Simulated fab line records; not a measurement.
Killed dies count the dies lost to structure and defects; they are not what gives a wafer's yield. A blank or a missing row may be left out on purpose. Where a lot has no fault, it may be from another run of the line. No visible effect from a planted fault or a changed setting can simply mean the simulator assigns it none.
Matching of chambers :: flow n5Finfet :: N5_BEOL_M4_CO_CAP_55 on cvdCo-02 has 3 sister chambers
The step material Co, precursor CCTBA/H2, target thk 2 nm, time 102.1 s. 6 wafers are shown with their chamber, then 9 later ones without.

EACH WAFER AND ITS CHAMBER
wafer: L084.3
chamber: 0
heaterPowerW (W): 235

wafer: L084.5
chamber: 1
heaterPowerW (W): 234

wafer: L084.6
chamber: 0
heaterPowerW (W): 230

wafer: L085.3
chamber: 2
heaterPowerW (W): 253

wafer: L085.4
chamber: 1
heaterPowerW (W): 230

wafer: L085.6
chamber: 2
heaterPowerW (W): 257

WAFERS WITH NO CHAMBER GIVEN
wafer: L090.4
heaterPowerW (W): 228

wafer: L090.5
heaterPowerW (W): 260

wafer: L090.6
heaterPowerW (W): 239

wafer: L091.2
heaterPowerW (W): 241

wafer: L091.4
heaterPowerW (W): 237

wafer: L091.6
heaterPowerW (W): 256

wafer: L093.1
heaterPowerW (W): 255

wafer: L093.2
heaterPowerW (W): 240

wafer: L093.6
heaterPowerW (W): 259

CHAMBER TAKEN BY EACH
wafer: L090.4
from the rows above: can't be placed: 1 or 0
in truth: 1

wafer: L090.5
from the rows above: 2
in truth: 2

wafer: L090.6
from the rows above: can't be placed: 0 or 1
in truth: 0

wafer: L091.2
from the rows above: can't be placed: 0 or 1 or 2
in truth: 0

wafer: L091.4
from the rows above: can't be placed: 0 or 1
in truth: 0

wafer: L091.6
from the rows above: 2
in truth: 2

wafer: L093.1
from the rows above: 2
in truth: 2

wafer: L093.2
from the rows above: can't be placed: 0 or 1
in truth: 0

wafer: L093.6
from the rows above: 2
in truth: 2
Placed correctly: 4 of 9. Can't be placed from these rows: 5 (the true chamber is among the candidates in 5). Placed wrongly: 0.
How it was worked out, from the rows above alone: a wafer's distance from a chamber is the root of the sum, over the readings, of the square of ((its reading less the chamber's mean) divided by the reading's scatter). If the next closest chamber is less than 2 further off than the closest, the wafer can't be placed; otherwise it belongs to the closest. The mean given for a chamber averages the wafers shown for that chamber. The scatter is the square root of a quotient: the sum, over the shown wafers, of each reading's squared deviation from its chamber's mean, divided by wafers minus chambers.
